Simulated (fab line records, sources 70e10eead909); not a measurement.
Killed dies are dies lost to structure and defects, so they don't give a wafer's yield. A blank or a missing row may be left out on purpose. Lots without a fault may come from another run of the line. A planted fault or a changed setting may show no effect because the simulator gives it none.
Chamber matching | flow nand_harc | NHARC_P_CONTACT_CMP_01 on cmp-01: 4 sister chambers
The step polishes SiO2, target thk 200 nm. 4 wafers are shown with their chamber, then 8 later ones without.

WAFERS WITH THEIR CHAMBER
wafer  | chamber | motor_current_A (A)
L080.5 | 2       | 14.3
L083.2 | 3       | 12.3
L083.3 | 1       | 9.9
L088.2 | 0       | 13.6

WAFERS WITHOUT THEIR CHAMBER
wafer  | motor_current_A (A)
L088.4 | 13.4
L088.5 | 12.5
L089.2 | 10.0
L089.4 | 12.4
L089.6 | 13.5
L093.3 | 9.6
L093.4 | 13.5
L093.5 | 12.7

WHICH CHAMBER EACH WENT THROUGH
wafer  | from the rows above | in truth
L088.4 | 0                   | 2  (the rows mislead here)
L088.5 | 3                   | 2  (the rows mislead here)
L089.2 | 1                   | 1
L089.4 | 3                   | 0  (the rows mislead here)
L089.6 | 0                   | 0
L093.3 | 1                   | 1
L093.4 | 0                   | 0
L093.5 | 3                   | 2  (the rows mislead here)
Placed correctly: 4 of 8. Can't be placed from these rows: 0. Placed wrongly: 4.
How it was worked out, from the rows above alone: a wafer's distance from a chamber is the root of the sum, over the readings, of the square of ((its reading less the chamber's mean) divided by the reading's scatter). The wafer belongs to the nearest chamber; if the next one is less than 2 further off, it can't be placed. A chamber's mean is the mean of its shown wafers. The scatter: with one shown wafer a chamber, the root of the mean of the squares of how far each hidden wafer lies from its nearest shown one.
